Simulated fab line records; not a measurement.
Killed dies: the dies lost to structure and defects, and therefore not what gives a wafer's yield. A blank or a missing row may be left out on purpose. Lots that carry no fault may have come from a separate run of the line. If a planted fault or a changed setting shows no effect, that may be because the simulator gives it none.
fab line records	flow n5-finfet
record lots=11	wafers=30	last-day=17
route steps=1938 shown BEOL_M4@1111 PASSIVATION@1910
lots that met no fault: taken from a fault-free run of the same line
start-h: the number of hours between the record's first day and the start of the first shown wafer of the lot	wait-h: hours since the lot's step before	" unchanged from the row above	L1.1+2: several wafers, shown together as one row	- no value present, or no start provided	* or withheld: withheld	< > ~ a bound
route shown NAME@n: NAME is a module with steps in the file, n the number in the route of the first one	usual: average and standard deviation across the fault-free wafers	same: alike in all rows	chamber/n: place in a boat	sites: each site's reading	_std_site: the standard deviation of these	_edge_site: mean of outer sites minus mean of inner sites	radius-mm: how far each site lies from the wafer's centre	mask NAME#n: copy n	behind: the last tool/chamber to shape the wafer	hold: reason for holding the lot/hours on hold/outcome of the hold	device: names the non-switching transistor (n, p or np)	end of line: tests run on the same wafers once the route is complete	a step with no rows: only its recipe	killed: the dies lost at the first sort to structure and to defects; this is not the yield of the wafer	map: the dies of a wafer, with x for killed, . for not killed, _ for no die there
set.NAME: the setting as run; set.NAME@STEP: as run at that earlier step	model.NAME: the simulator's own value behind a step, which no gauge read
route steps across a sampled set of lots; one table per step, one row per wafer
services: the hour from which a tool's chamber was out of use, counted from the record's first day as start-h (under 0 if before that day), plus the number of hours and why
## steps
# step N5_BEOL_M4_RC_MEAS_101
# usual DIBL_N=36.8/2.2	DIBL_P=37.0/2.8	IOFF_N=0.18/0.043	IOFF_P=0.23/0.05	ION_N=680/14	ION_P=466/9.1	SS_N=71.7/0.74	SS_P=73.5/0.79	VT_N=248/4	VT_P=-249/4.1
lot.wafer	tool	chamber	start-h	wait-h	DIBL_N[mV/V]	DIBL_P[mV/V]	IOFF_N[nA/um]	IOFF_P[nA/um]	ION_N[uA/um]	ION_P[uA/um]	SS_N[mV/dec]	SS_P[mV/dec]	VT_N[mV]	VT_P[mV]
L669.2	prober-02	0	203.49	0.2	37.2	36.0	0.17	0.22	678	465	72.8	73.9	248	-248
L669.3	"	0	"	"	34.5	33.0	0.13	0.18	658	457	71.3	72.6	250	-250
L669.5	"	0	"	"	38.6	38.7	0.20	0.26	677	469	72.6	73.6	246	-246
L667.1	prober-01	0	203.58	0.0	36.2	37.8	0.16	0.20	681	464	72.4	72.9	250	-251
L667.3	"	0	"	"	39.3	41.7	0.21	0.29	692	469	73.0	74.6	247	-248
L667.6	"	0	"	"	36.2	38.4	0.15	0.20	676	463	71.3	72.4	249	-251
L673.3	prober-02	0	232.91	0.3	34.7	34.0	0.14	0.24	676	480	70.9	73.9	251	-245
L673.4	"	0	"	"	41.5	41.0	0.31	0.40	701	489	72.6	74.7	239	-237
L675.1	prober-02	0	247.48	0.0	36.1	36.5	0.15	0.20	674	462	71.9	73.4	251	-251
L675.3	"	0	"	"	35.9	35.4	0.16	0.20	684	460	71.3	73.3	248	-251
L677.4	prober-01	0	253.72	0.5	34.1	33.3	0.12	0.20	659	459	71.4	73.2	254	-249
L677.5	"	0	"	"	35.7	34.9	0.14	0.23	666	467	71.9	73.1	251	-247
L677.6	"	0	"	"	35.5	34.5	0.14	0.22	657	460	71.1	72.6	252	-249
L676.1	prober-02	0	254.04	0.0	39.4	41.1	0.25	0.29	703	478	72.8	74.9	243	-244
L676.3	"	0	"	"	34.7	32.9	0.14	0.15	672	454	71.4	72.9	250	-255
L676.5	"	0	"	"	35.5	35.6	0.15	0.20	670	461	71.3	72.9	250	-252
L678.1	prober-02	0	255.22	0.0	38.0	35.6	0.16	0.18	675	453	71.6	73.2	249	-254
L678.2	"	0	"	"	38.0	37.6	0.18	0.21	678	454	72.3	73.6	249	-251
L678.5	"	0	"	"	34.9	31.6	0.12	0.13	662	448	71.6	72.1	254	-256
L679.2	prober-02	0	260.82	0.2	38.1	35.3	0.18	0.24	688	475	72.0	73.1	249	-246
L679.3	"	0	"	"	40.9	38.5	0.22	0.30	693	478	72.2	74.1	243	-244
L679.4	"	0	"	"	38.4	35.4	0.16	0.23	669	459	71.9	73.5	252	-248
L683.1	prober-01	0	291.49	0.0	37.4	36.0	0.18	0.20	687	459	71.9	73.4	249	-252
L683.3	"	0	"	"	39.8	41.2	0.25	0.31	707	480	73.3	74.3	244	-249
L683.4	"	0	"	"	38.5	37.6	0.21	0.23	683	460	72.8	73.8	247	-250
L682.1	prober-02	0	293.41	0.0	38.8	40.2	0.22	0.29	696	472	72.0	74.7	247	-244
L682.4	"	0	"	"	37.5	39.5	0.20	0.29	696	480	72.4	74.3	245	-244
L682.6	"	0	"	"	37.8	38.9	0.18	0.25	679	466	72.2	74.3	249	-245
L685.5	prober-02	0	299.52	0.6	36.7	37.9	0.20	0.26	686	474	72.2	73.6	243	-244
L685.6	"	0	"	"	37.7	40.2	0.22	0.31	701	487	72.3	74.8	242	-241
# step N5_PASSIVATION_ETCH_59
# recipe chemistry=Cl2/BCl3	target=TaN	target-depth-a=650	time-s=34.9	ion-energy-ev=100	pressure-mtorr=10	icp-w=900	bias-w=100	Cl2_flow_sccm=60	bcl3-flow-sccm=30
# usual drypump-motor-current-A=5.7/0.37	oes-product-au=0.80/0.068	throttle-valve-pct=20.99/0.079
lot.wafer	tool	chamber	start-h	wait-h	drypump-motor-current-A	oes-product-au	rf-hours-counter-h	throttle-valve-pct
L669.2	rie-metal-01	0	301.65	0.3	5.9	0.72	62	20.92
L669.3	"	0	"	"	5.8	0.72	-	20.92
L669.5	"	0	"	"	5.9	0.72	-	20.94
L667.1	rie-metal-02	1	304.96	0.3	5.8	0.78	27	21.07
L667.3	"	0	"	"	6.6	0.78	-	20.90
L667.6	"	1	"	"	5.8	0.77	-	21.08
L673.3	rie-metal-01	0	338.91	0.2	5.9	0.72	-	20.93
L673.4	"	1	"	"	5.6	0.85	-	20.96
L675.1	rie-metal-01	1	344.55	0.3	5.6	0.85	16	20.98
L675.3	"	1	"	"	5.6	0.85	-	20.96
L677.4	rie-metal-03	0	348.08	0.2	5.3	0.79	-	20.97
L677.5	"	0	"	"	5.3	0.80	-	20.98
L677.6	"	1	"	"	5.6	0.93	-	21.18
L678.1	rie-metal-01	1	353.94	0.7	5.5	0.85	17	20.98
L678.2	"	1	"	"	5.6	0.85	-	20.96
L678.5	"	1	"	"	5.6	0.84	-	20.96
L676.1	rie-metal-03	1	354.32	0.3	5.7	0.93	6	21.18
L676.3	"	0	"	"	5.4	0.79	-	20.97
L676.5	"	0	"	"	5.4	0.79	-	21.00
L679.2	rie-metal-01	0	359.26	0.3	5.9	0.72	68	20.94
L679.3	"	1	"	"	5.6	0.84	-	20.97
L679.4	"	0	"	"	5.9	0.71	-	20.92
L683.1	rie-metal-02	0	390.76	0.3	6.6	0.76	44	20.94
L683.3	"	1	"	"	5.8	0.75	-	21.10
L683.4	"	0	"	"	6.6	0.75	-	20.94
L682.1	rie-metal-01	0	391.18	0.3	5.9	0.71	69	20.95
L682.4	"	1	"	"	5.5	0.83	-	20.99
L682.6	"	1	"	"	5.6	0.83	-	20.98
L685.5	rie-metal-02	0	396.01	0.1	6.6	0.77	-	20.90
L685.6	"	1	"	"	5.8	0.76	-	21.08
# step N5_PASSIVATION_PECVD_53
# recipe material=SiO2	target-thk-a=8000	temp-c=400	precursor=TEOS/O2	pressure-torr=6.5	rf-w=withheld	teos-flow-sccm=withheld	gas=O2	flow-sccm=2650	time-s=169.4
# usual run-length-s=197.1/0.46	susceptor-temp-C=400.02/0.21
lot.wafer	tool	chamber	start-h	wait-h	run-length-s	susceptor-temp-C
L669.2	pecvd-02	2	302.29	0.0	196.9	400.21
L669.3	"	0	"	"	197.7	400.13
L669.5	"	0	"	"	197.4	400.17
L667.1	pecvd-02	2	305.62	0.0	216.9	400.16
L667.3	"	1	"	"	216.7	399.98
L667.6	"	0	"	"	198.0	400.13
L673.3	pecvd-02	0	339.49	0.0	217.6	400.11
L673.4	"	0	"	"	197.4	400.24
L675.1	pecvd-02	2	345.17	0.0	216.4	400.07
L675.3	"	1	"	"	216.4	400.39
L677.4	pecvd-04	1	348.81	0.1	196.3	400.24
L677.5	"	2	"	"	197.0	399.89
L677.6	"	0	"	"	196.6	399.87
L678.1	pecvd-04	0	354.65	0.0	197.2	400.48
L678.2	"	2	"	"	197.7	400.27
L678.5	"	1	"	"	196.1	400.23
L676.1	pecvd-01	2	354.94	0.0	197.5	400.14
L676.3	"	1	"	"	197.0	399.84
L676.5	"	0	"	"	197.8	399.75
L679.2	pecvd-01	2	359.88	0.0	197.1	399.80
L679.3	"	0	"	"	197.8	399.99
L679.4	"	0	"	"	197.9	399.73
L683.1	pecvd-01	1	391.38	0.0	196.8	399.92
L683.3	"	2	"	"	196.9	400.29
L683.4	"	0	"	"	198.0	399.70
L682.1	pecvd-01	2	391.80	0.0	197.0	399.60
L682.4	"	0	"	"	197.6	399.93
L682.6	"	1	"	"	196.8	400.15
L685.5	pecvd-02	1	396.68	0.1	197.5	399.88
L685.6	"	0	"	"	197.5	399.99
# step N5_PASSIVATION_CD_MEAS_44
# recipe target-cd-nm=40000	landing-energy-ev=500	detector=se-inlens
# usual cd-nm=39997/4.6
lot.wafer	tool	chamber	start-h	wait-h	cd-nm
L669.2	cd-sem-03	0	302.83	-	39997
L669.3	"	0	"	"	40006
L669.5	"	0	"	"	39995
L667.1	cd-sem-03	0	306.17	-	40004
L667.3	"	0	"	"	40002
L667.6	"	0	"	"	40003
L673.3	cd-sem-02	0	340.16	-	39993
L673.4	"	0	"	"	39995
L675.1	cd-sem-03	0	345.83	-	40003
L675.3	"	0	"	"	40005
L677.4	cd-sem-03	0	349.43	-	40004
L677.5	"	0	"	"	40008
L677.6	"	0	"	"	40008
L678.1	cd-sem-02	0	355.20	-	39994
L678.2	"	0	"	"	40001
L678.5	"	0	"	"	39994
L676.1	cd-sem-03	0	355.61	-	39998
L676.3	"	0	"	"	39994
L676.5	"	0	"	"	39998
L679.2	cd-sem-01	0	360.42	-	39992
L679.3	"	0	"	"	40000
L679.4	"	0	"	"	39990
L683.1	cd-sem-01	0	391.92	-	39997
L683.3	"	0	"	"	40000
L683.4	"	0	"	"	39994
L682.1	cd-sem-01	0	392.46	-	39998
L682.4	"	0	"	"	40002
L682.6	"	0	"	"	39997
L685.5	cd-sem-03	0	397.23	-	39999
L685.6	"	0	"	"	39999
# step N5_PASSIVATION_OVL_MEAS_66
# recipe points-per-wafer=44
# usual PASS_OPEN_OVL=0/6.2
lot.wafer	tool	chamber	start-h	wait-h	PASS_OPEN_OVL[nm]
L669.2	overlay-02	0	302.86	0.0	2
L669.3	"	0	"	"	-12
L669.5	"	0	"	"	-2
L667.1	overlay-01	0	306.20	0.0	-16
L667.3	"	0	"	"	-11
L667.6	"	0	"	"	-7
L673.3	overlay-01	0	340.19	0.0	6
L673.4	"	0	"	"	-1
L675.1	overlay-01	0	345.86	0.0	-8
L675.3	"	0	"	"	-3
L677.4	overlay-01	0	349.46	0.0	-3
L677.5	"	0	"	"	4
L677.6	"	0	"	"	0
L678.1	overlay-01	0	355.23	0.0	0
L678.2	"	0	"	"	7
L678.5	"	0	"	"	0
L676.1	overlay-02	0	355.64	0.0	-11
L676.3	"	0	"	"	-4
L676.5	"	0	"	"	-2
L679.2	overlay-01	0	360.45	0.0	-13
L679.3	"	0	"	"	-1
L679.4	"	0	"	"	1
L683.1	overlay-02	0	391.95	0.0	3
L683.3	"	0	"	"	7
L683.4	"	0	"	"	1
L682.1	overlay-01	0	392.49	0.0	2
L682.4	"	0	"	"	-8
L682.6	"	0	"	"	-7
L685.5	overlay-02	0	397.26	0.0	-6
L685.6	"	0	"	"	-8
# step N5_PASSIVATION_PROBE_49
# usual defect-limited-yield=91.4/1.5	killed_at_M0_to_M3=36/11	killed_at_M4_up=14/6	killed-at-contacts=11/6	killed-at-front-end=37/11	killed-at-other=4/3.4	killed-dies=102/18	killed-on-rim=13/3.5	killed-open=66/13	killed-short=34/7.8	sort_bin_4_leakage=0.00/0.017	sort_bin_5_function=5.0/0.97	sort_bin_6_memory=3.2/0.7	sort-n-pass=1078/19	sort-yield-pct=91.3/1.6
# same gross-dies=1180	killed-at-back-side=0	sort_bin_8_speed[%]=0
lot.wafer	tool	chamber	start-h	wait-h	defect-limited-yield[%]	killed_at_M0_to_M3	killed_at_M4_up	killed-at-contacts	killed-at-front-end	killed-at-other	killed-dies	killed-on-rim	killed-open	killed-short	sort_bin_4_leakage[%]	sort_bin_5_function[%]	sort_bin_6_memory[%]	sort-n-pass	sort-yield-pct[%]
L669.2	prober-01	-	306.32	0.1	90.9	41	20	20	26	0	107	9	76	30	0	6.0	2.8	1073	90.9
L669.3	prober-01	-	306.37	0.1	91.6	38	28	5	26	2	99	16	76	19	0	5.3	2.9	1081	91.6
L669.5	prober-01	-	306.47	0.2	93.2	23	9	14	31	3	80	9	56	23	0	4.1	2.4	1100	93.2
L667.1	prober-01	-	309.49	0.0	23.3	28	9	7	26	835	905	29	48	24	0	73.5	2.9	275	23.3
L667.3	prober-01	-	309.59	0.1	24.0	36	5	9	18	829	897	28	46	25	0	73.6	2.2	283	24.0
L667.6	prober-01	-	309.74	0.3	92.1	39	7	8	36	3	93	15	55	36	0	4.4	3.2	1087	92.1
L673.3	prober-02	-	343.39	0.1	23.8	28	11	7	31	822	899	26	51	28	0	73.0	3.1	281	23.8
L673.4	prober-02	-	343.44	0.2	93.6	25	6	9	34	1	75	7	47	28	0.08	3.4	2.7	1104	93.6
L675.1	prober-02	-	349.82	0.9	23.6	28	13	4	31	825	901	21	45	30	0	73.2	2.7	279	23.6
L675.3	prober-02	-	349.92	1.0	22.8	31	13	21	41	805	911	33	65	43	0	73.4	3.5	269	22.8
L677.4	prober-02	-	353.09	0.2	90.9	56	14	7	19	11	107	15	74	33	0	6.0	2.7	1073	90.9
L677.5	prober-02	-	353.14	0.2	90.4	47	16	9	33	8	113	14	76	37	0	5.8	3.6	1067	90.4
L677.6	prober-02	-	353.19	0.3	92.3	49	16	11	12	3	91	9	61	30	0	4.1	3.1	1089	92.3
L678.1	prober-02	-	358.91	0.6	91.6	21	9	6	59	4	99	14	67	32	0	5.8	2.5	1081	91.6
L678.2	prober-02	-	358.96	0.7	89.4	42	19	12	43	9	125	11	84	41	0	5.9	4.2	1055	89.4
L678.5	prober-02	-	359.11	0.8	88.6	43	7	18	54	12	134	15	98	36	0	6.9	4.5	1046	88.6
L676.1	prober-02	-	359.21	0.5	90.0	48	24	26	20	0	118	13	87	31	0	5.9	3.7	1062	90.0
L676.3	prober-02	-	359.31	0.6	90.6	22	36	6	43	4	111	19	71	39	0	5.3	3.8	1069	90.6
L676.5	prober-02	-	359.41	0.7	91.5	30	25	8	36	1	100	15	64	35	0	5.7	2.5	1080	91.5
L679.2	prober-01	-	363.62	0.1	91.3	42	17	7	34	3	103	14	55	45	0	5.4	2.9	1077	91.3
L679.3	prober-01	-	363.67	0.1	91.4	28	9	9	53	2	101	18	60	41	0	6.0	2.1	1079	91.4
L679.4	prober-01	-	363.72	0.2	93.1	30	10	7	34	0	81	10	56	24	0	3.6	2.8	1099	93.1
L683.1	prober-01	-	395.07	0.0	91.0	23	16	13	54	0	106	15	71	33	0	5.5	3.4	1074	91.0
L683.3	prober-01	-	395.17	0.1	93.6	20	13	12	29	1	75	9	50	23	0	3.9	2.0	1105	93.6
L683.4	prober-01	-	395.22	0.2	91.5	37	7	16	37	3	100	18	68	32	0	5.4	2.3	1080	91.5
L682.1	prober-02	-	397.03	0.0	91.8	14	18	6	44	15	97	7	65	32	0	5.2	3.1	1083	91.8
L682.4	prober-02	-	397.18	0.2	90.9	47	8	12	34	6	107	10	74	28	0	4.8	3.9	1073	90.9
L682.6	prober-02	-	397.28	0.3	92.8	30	10	9	29	7	85	10	65	19	0	4.2	2.7	1095	92.8
L685.5	prober-01	-	401.26	0.2	91.3	39	15	3	45	1	103	15	62	40	0	5.4	3.1	1077	91.3
L685.6	prober-01	-	401.31	0.3	89.4	64	8	7	46	0	125	13	72	51	0	5.8	4.2	1055	89.4
# killed by level:class
L669.2 MOL_CONTACT_COAG:geometric-particle:open=18 BEOL_M1:geometric-particle:open=10 BEOL_M4:geometric-particle:open=10 BEOL_M2:geometric-particle:open=9 FIN_SAQP:geometric-particle:short=7 BEOL_M1:geometric-particle:short=6 STI_FIN_REVEAL:geometric-particle:open=5 BEOL_M0_SAQP:geometric-particle:short=4
L669.3 BEOL_M4:geometric-particle:open=16 BEOL_M3:geometric-particle:open=12 BEOL_M1:geometric-particle:open=9 BEOL_M0_SAQP:geometric-particle:open=8 DUMMY_GATE:geometric-particle:open=6 BEOL_M5:geometric-particle:open=5 FIN_SAQP:geometric-particle:short=4 MOL_CONTACT_COAG:geometric-particle:open=4
L669.5 MOL_CONTACT_COAG:geometric-particle:open=11 BEOL_M3:geometric-particle:open=6 DUMMY_GATE:geometric-particle:open=5 BEOL_M0_SAQP:geometric-particle:open=5 BEOL_M4:geometric-particle:open=5 STI_FIN_REVEAL:geometric-particle:open=4 GATE_CUT:geometric-particle:short=4 BEOL_M2:geometric-particle:open=4
L667.1 PASSIVATION:area-pecvd=831 DUMMY_GATE:geometric-particle:open=7 BEOL_M1:geometric-particle:open=6 BEOL_M2:geometric-particle:open=6 BEOL_M3:geometric-particle:open=5 MOL_CONTACT_COAG:geometric-particle:short=4 BEOL_M0_SAQP:geometric-particle:short=4 FIN_SAQP:geometric-particle:short=3
L667.3 PASSIVATION:area-pecvd=825 MOL_CONTACT_COAG:geometric-particle:open=8 BEOL_M0_SAQP:geometric-particle:short=8 BEOL_M3:geometric-particle:open=8 BEOL_M0_SAQP:geometric-particle:open=7 BEOL_M1:geometric-particle:open=4 BEOL_M2:geometric-particle:open=4 FIN_SAQP:geometric-particle:short=3
L667.6 BEOL_M2:geometric-particle:open=12 BEOL_M0_SAQP:geometric-particle:short=8 FIN_SAQP:geometric-particle:short=7 MOL_CONTACT_COAG:geometric-particle:open=6 BEOL_M1:geometric-particle:open=6 STARTING-WAFER:geometric-particle:short=6 DUMMY_GATE:geometric-particle:open=5 GATE_CUT:geometric-particle:short=5
L673.3 PASSIVATION:area-pecvd=818 FIN_SAQP:geometric-particle:open=14 BEOL_M2:geometric-particle:open=10 MOL_CONTACT_COAG:geometric-particle:open=6 BEOL_M1:geometric-particle:open=5 BEOL_M1:geometric-particle:short=5 FIN_SAQP:geometric-particle:short=4 SPACER0:geometric-particle:short=3
L673.4 FIN_SAQP:geometric-particle:open=7 BEOL_M0_SAQP:geometric-particle:short=6 MOL_CONTACT_COAG:geometric-particle:open=5 BEOL_M2:geometric-particle:open=5 STI_FIN_REVEAL:geometric-particle:open=4 GATE_CUT:geometric-particle:short=4 GATE_CUT:geometric-particle:open=4 MOL_CONTACT_COAG:geometric-particle:short=4
L675.1 PASSIVATION:area-pecvd=824 FIN_SAQP:geometric-particle:short=6 STI_FIN_REVEAL:geometric-particle:open=6 BEOL_M0_SAQP:geometric-particle:open=6 GATE_CUT:geometric-particle:short=6 BEOL_M1:geometric-particle:open=6 BEOL_M3:geometric-particle:open=5 FIN_SAQP:geometric-particle:open=4
L675.3 PASSIVATION:area-pecvd=803 MOL_CONTACT_COAG:geometric-particle:open=14 FIN_SAQP:geometric-particle:short=13 BEOL_M0_SAQP:geometric-particle:open=10 STI_FIN_REVEAL:geometric-particle:open=8 MOL_CONTACT_COAG:geometric-particle:short=7 BEOL_M4:geometric-particle:open=7 FIN_SAQP:geometric-particle:open=5
L677.4 BEOL_M0_SAQP:geometric-particle:open=18 BEOL_M0_SAQP:geometric-particle:short=10 BEOL_M3:geometric-particle:short=8 MOL_CONTACT_COAG:geometric-particle:open=6 BEOL_M1:geometric-particle:open=6 BEOL_M2:geometric-particle:open=6 MIM_TOP:geometric-particle:open=6 STI_FIN_REVEAL:geometric-particle:open=5
L677.5 BEOL_M2:geometric-particle:open=13 STI_FIN_REVEAL:geometric-particle:open=12 BEOL_M0_SAQP:geometric-particle:short=10 MOL_CONTACT_COAG:geometric-particle:open=8 BEOL_M0_SAQP:geometric-particle:open=7 BEOL_M3:geometric-particle:open=7 FIN_SAQP:geometric-particle:short=5 GATE_CUT:geometric-particle:short=5
L677.6 BEOL_M0_SAQP:geometric-particle:short=12 BEOL_M2:geometric-particle:open=10 MOL_CONTACT_COAG:geometric-particle:open=8 BEOL_M0_SAQP:geometric-particle:open=8 BEOL_M1:geometric-particle:open=8 BEOL_M5:geometric-particle:open=6 BEOL_M3:geometric-particle:open=4 BEOL_M4:geometric-particle:open=4
L678.1 FIN_SAQP:geometric-particle:open=15 STI_FIN_REVEAL:geometric-particle:open=11 FIN_SAQP:geometric-particle:short=9 DUMMY_GATE:geometric-particle:open=7 BEOL_M0_SAQP:geometric-particle:short=7 BEOL_M4:geometric-particle:open=7 MOL_CONTACT_COAG:geometric-particle:open=6 BEOL_M0_SAQP:geometric-particle:open=5
L678.2 FIN_SAQP:geometric-particle:open=19 BEOL_M0_SAQP:geometric-particle:open=17 BEOL_M0_SAQP:geometric-particle:short=16 BEOL_M4:geometric-particle:open=12 FIN_SAQP:geometric-particle:short=10 MOL_CONTACT_COAG:geometric-particle:open=10 STI_FIN_REVEAL:geometric-particle:open=6 PASS1_CAP:geometric-particle:open=4
L678.5 FIN_SAQP:geometric-particle:open=18 MOL_CONTACT_COAG:geometric-particle:open=16 STI_FIN_REVEAL:geometric-particle:open=12 BEOL_M2:geometric-particle:open=12 FIN_SAQP:geometric-particle:short=8 BEOL_M0_SAQP:geometric-particle:short=8 BEOL_M0_SAQP:geometric-particle:open=7 BEOL_M1:geometric-particle:open=6
L676.1 MOL_CONTACT_COAG:geometric-particle:open=24 BEOL_M2:geometric-particle:open=13 BEOL_M0_SAQP:geometric-particle:short=11 BEOL_M0_SAQP:geometric-particle:open=11 BEOL_M4:geometric-particle:open=10 BEOL_M5:geometric-particle:open=7 FIN_SAQP:geometric-particle:open=5 BEOL_M1:geometric-particle:open=5
L676.3 BEOL_M4:geometric-particle:open=14 FIN_SAQP:geometric-particle:short=12 BEOL_M5:geometric-particle:open=8 STI_FIN_REVEAL:geometric-particle:open=7 BEOL_M0_SAQP:geometric-particle:short=7 GATE_CUT:geometric-particle:short=6 BEOL_M0_SAQP:geometric-particle:open=6 FIN_SAQP:geometric-particle:open=5
L676.5 BEOL_M0_SAQP:geometric-particle:open=9 BEOL_M4:geometric-particle:open=9 FIN_SAQP:geometric-particle:open=7 MOL_CONTACT_COAG:geometric-particle:open=7 GATE_CUT:geometric-particle:short=6 FIN_SAQP:geometric-particle:short=5 BEOL_M3:geometric-particle:open=5 BEOL_M2:geometric-particle:open=5
L679.2 BEOL_M1:geometric-particle:open=13 GATE_CUT:geometric-particle:short=8 BEOL_M4:geometric-particle:short=8 GATE_CUT:geometric-particle:open=7 BEOL_M0_SAQP:geometric-particle:short=7 BEOL_M0_SAQP:geometric-particle:open=6 MOL_CONTACT_COAG:geometric-particle:open=5 BEOL_M1:geometric-particle:short=5
L679.3 BEOL_M2:geometric-particle:open=8 FIN_SAQP:geometric-particle:short=7 GATE_CUT:geometric-particle:short=7 GATE_CUT:geometric-particle:open=6 MOL_CONTACT_COAG:geometric-particle:open=5 BEOL_M1:geometric-particle:open=5 MOL_CONTACT_COAG:geometric-particle:short=4 BEOL_M4:geometric-particle:open=4
L679.4 BEOL_M3:geometric-particle:open=15 STI_FIN_REVEAL:geometric-particle:open=10 GATE_CUT:geometric-particle:open=6 GATE_CUT:geometric-particle:short=5 MOL_CONTACT_COAG:geometric-particle:open=5 FIN_SAQP:geometric-particle:open=4 DUMMY_GATE:geometric-particle:open=2 ILD0:geometric-particle:short=2
L683.1 FIN_SAQP:geometric-particle:short=15 FIN_SAQP:geometric-particle:open=13 STI_FIN_REVEAL:geometric-particle:open=12 MOL_CONTACT_COAG:geometric-particle:open=10 BEOL_M4:geometric-particle:open=9 BEOL_M2:geometric-particle:open=8 BEOL_M3:geometric-particle:open=6 BEOL_M0_SAQP:geometric-particle:short=5
L683.3 FIN_SAQP:geometric-particle:open=11 MOL_CONTACT_COAG:geometric-particle:open=8 FIN_SAQP:geometric-particle:short=7 BEOL_M3:geometric-particle:open=6 BEOL_M4:geometric-particle:open=5 MOL_CONTACT_COAG:geometric-particle:short=4 BEOL_M0_SAQP:geometric-particle:short=4 BEOL_M2:geometric-particle:open=4
L683.4 MOL_CONTACT_COAG:geometric-particle:open=15 BEOL_M0_SAQP:geometric-particle:open=15 FIN_SAQP:geometric-particle:open=12 FIN_SAQP:geometric-particle:short=9 BEOL_M0_SAQP:geometric-particle:short=7 BEOL_M1:geometric-particle:open=6 STARTING-WAFER:geometric-particle:short=4 GATE_CUT:geometric-particle:short=3
L682.1 STI_FIN_REVEAL:geometric-particle:open=11 BEOL_M4:geometric-particle:open=7 FIN_SAQP:geometric-particle:open=6 DUMMY_GATE:geometric-particle:open=6 MOL_CONTACT_COAG:geometric-particle:open=6 PASS1_CAP:geometric-particle:open=6 STI_FIN_REVEAL:geometric-particle:short=5 BEOL_M0:geometric-particle:open=4
L682.4 BEOL_M0_SAQP:geometric-particle:short=12 MOL_CONTACT_COAG:geometric-particle:open=11 BEOL_M0_SAQP:geometric-particle:open=10 BEOL_M2:geometric-particle:open=9 FIN_SAQP:geometric-particle:open=8 BEOL_M3:geometric-particle:open=7 DUMMY_GATE:geometric-particle:open=6 FIN_SAQP:geometric-particle:short=3
L682.6 STI_FIN_REVEAL:geometric-particle:open=10 BEOL_M1:geometric-particle:open=8 MOL_CONTACT_COAG:geometric-particle:open=7 BEOL_M2:geometric-particle:open=7 BEOL_M3:geometric-particle:open=6 DUMMY_GATE:geometric-particle:open=5 BEOL_M0_SAQP:geometric-particle:open=5 BEOL_M4:geometric-particle:open=5
L685.5 FIN_SAQP:geometric-particle:short=9 BEOL_M0_SAQP:geometric-particle:short=8 BEOL_M0_SAQP:geometric-particle:open=8 BEOL_M2:geometric-particle:open=8 ILD0:geometric-particle:short=6 STARTING-WAFER:geometric-particle:open=6 FIN_SAQP:geometric-particle:open=5 STI_FIN_REVEAL:geometric-particle:open=5
L685.6 BEOL_M0_SAQP:geometric-particle:short=23 FIN_SAQP:geometric-particle:short=14 BEOL_M0_SAQP:geometric-particle:open=14 FIN_SAQP:geometric-particle:open=9 BEOL_M1:geometric-particle:open=9 DUMMY_GATE:geometric-particle:open=8 BEOL_M2:geometric-particle:open=7 MOL_CONTACT_COAG:geometric-particle:open=6
## services
tool	chamber	start-h	hours	kind
rie-metal-01	0	279.32	6.2	repair
pecvd-01	0	294.15	5.0	scheduled-down
pecvd-01	2	298.12	1.9	repair
pecvd-01	-	301.37	14.6	pm
pecvd-02	-	317.36	0.8	repair
rie-metal-02	-	339.41	0.4	repair
pecvd-01	1	348.44	6.4	repair
rie-metal-01	0	351.79	6.4	repair
rie-metal-01	0	360.48	17.6	repair
pecvd-04	0	363.60	6.3	repair
pecvd-01	-	367.18	0.7	repair
pecvd-02	0	377.44	2.1	scheduled-down
pecvd-04	1	383.62	-	clean
pecvd-04	1	383.62	-	consumable-replace:showerhead
pecvd-02	2	393.30	5.5	scheduled-down
## key
first-sign step=N5_PASSIVATION_PECVD_53	reading=run-length-s	direction=up	sigmas=43	usual=*	struck=*
effect step=N5_PASSIVATION_PROBE_49	reading=killed-at-other	direction=up	sigmas=99+	usual=4	struck=823
more-kills-born-at N5_PASSIVATION_PECVD_53@pecvd-02=4101
met-at N5_PASSIVATION_PECVD_53
struck-lots L667,L673,L675
struck-wafers L667.1,L667.3,L673.3,L675.1,L675.3
later-rows-left-out L667.1,L667.3,L673.3,L675.1,L675.3
not-acting-at N5_PASSIVATION_ETCH_59,N5_PASSIVATION_CD_MEAS_44,N5_PASSIVATION_OVL_MEAS_66
onset-between 302.29 305.62
fault kind=process-parameter-drift	tool=pecvd-02	chamber=-	onset-h=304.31	steps=N5_PASSIVATION_PECVD_53	channel=time-s	offset=*	shape=step	end-h=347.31	scope=struck-wafers-only	acts-in=*	stated=*
# later-rows-left-out: the simulator's readings of these wafers behind a module that went badly wrong aren't trusted and aren't shown, but for the sort
